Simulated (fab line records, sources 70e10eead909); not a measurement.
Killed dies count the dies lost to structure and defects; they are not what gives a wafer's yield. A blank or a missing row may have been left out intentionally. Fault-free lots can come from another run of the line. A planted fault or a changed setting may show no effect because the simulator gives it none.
Which of the tools did it? / flow nand-harc / route of 1159 steps, sampled at 1 step: 6 lots, 18 wafers

== WHAT EACH GAUGE READ, for each wafer ==
NHARC_A_SOURCE_PLATE_INSPECT_08.
lot=L341; measured=day 7 23:36; on=defect-inspect-02; raw-defect-count=40 123 60
lot=L343; measured=day 8 09:23; on=defect-inspect-02; raw-defect-count=55 116 49
lot=L351; measured=day 11 12:26; on=defect-inspect-02; raw-defect-count=66 55 97
lot=L355; measured=day 11 20:08; on=defect-inspect-02; raw-defect-count=53 35 37
lot=L356; measured=day 11 20:10; on=defect-inspect-02; raw-defect-count=75 61 48
lot=L363; measured=day 13 07:08; on=defect-inspect-01; raw-defect-count=44 39 67

== WHAT TOOL EACH LOT RAN ON (gives the tool, then ch and the chambers of the sampled wafers, and finally the start) ==
The record holds no process step before these readings.

== THE ANSWER, worked out from the rows above alone ==
Rule: the usual values come from the lots themselves. The widest of any qualifying gaps counts: lots, ordered by their means at a reading, are off when they make up no more than a third of the lots, leave a main group of 4 or more, and stand apart from it by 3 or more times the standard deviation of that group's means. If all means in a main group match to the digits the tables above print for the reading, that group is not used. A lot without any number at a reading at which 4 lots or more have one is off too. All remaining lots with rows at the step are treated as sound.
No lot is off at any reading shown: from this, nothing can be told.

== WHAT THE SIMULATOR HAD INSERTED ==
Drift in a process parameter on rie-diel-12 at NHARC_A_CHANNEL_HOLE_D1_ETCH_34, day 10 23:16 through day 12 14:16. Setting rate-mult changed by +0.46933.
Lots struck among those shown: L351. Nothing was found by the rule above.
